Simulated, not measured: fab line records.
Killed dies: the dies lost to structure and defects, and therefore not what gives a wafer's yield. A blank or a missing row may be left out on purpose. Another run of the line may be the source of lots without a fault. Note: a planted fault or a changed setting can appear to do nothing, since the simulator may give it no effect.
Matching of chambers | flow nand-harc | NHARC_P_M1_CMP_23 on cmp-01 has 4 sister chambers
The step polishes, t overpolish 20 s, target thk 157.82 nm. 4 wafers are shown with their chamber, then 11 later ones without.

WAFERS PAIRED WITH THEIR CHAMBERS
wafer  | chamber | motor-current-A (A)
L087.2 | 0       | 9.8
L087.3 | 3       | 10.3
L087.4 | 1       | 10.3
L088.2 | 2       | 11.9

WAFERS WITHOUT THEIR CHAMBER
wafer  | motor-current-A (A)
L088.4 | 10.1
L088.5 | 10.2
L092.1 | 10.3
L092.2 | 10.6
L092.5 | 10.4
L095.1 | 10.3
L095.2 | 10.6
L095.4 | 10.4
L097.1 | 9.8
L097.2 | 10.9
L097.5 | 9.6

EACH ONE'S CHAMBER
wafer  | from the rows above          | in truth
L088.4 | can't be placed: 1 or 3 or 0 | 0
L088.5 | can't be placed: 1 or 3 or 0 | 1
L092.1 | can't be placed: 1 or 3      | 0
L092.2 | can't be placed: 1 or 3      | 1
L092.5 | can't be placed: 1 or 3      | 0
L095.1 | can't be placed: 1 or 3      | 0
L095.2 | can't be placed: 1 or 3      | 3
L095.4 | can't be placed: 1 or 3      | 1
L097.1 | 0                            | 0
L097.2 | can't be placed: 1 or 3 or 2 | 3
L097.5 | 0                            | 0
Correctly placed: 2 of 11. Can't be placed from these rows: 9 (the true chamber is among the candidates in 6). Wrongly placed: 0.
How it was worked out, from the rows above alone: a wafer's distance from a chamber is the root of the sum, over the readings, of the square of ((its reading less the chamber's mean) divided by the reading's scatter). If the next closest chamber is less than 2 further off than the closest, the wafer can't be placed; otherwise it belongs to the closest. Each chamber's mean is taken over the wafers shown for it. The scatter: root of mean squared gap, hidden wafer to nearest shown wafer, with one shown wafer a chamber.
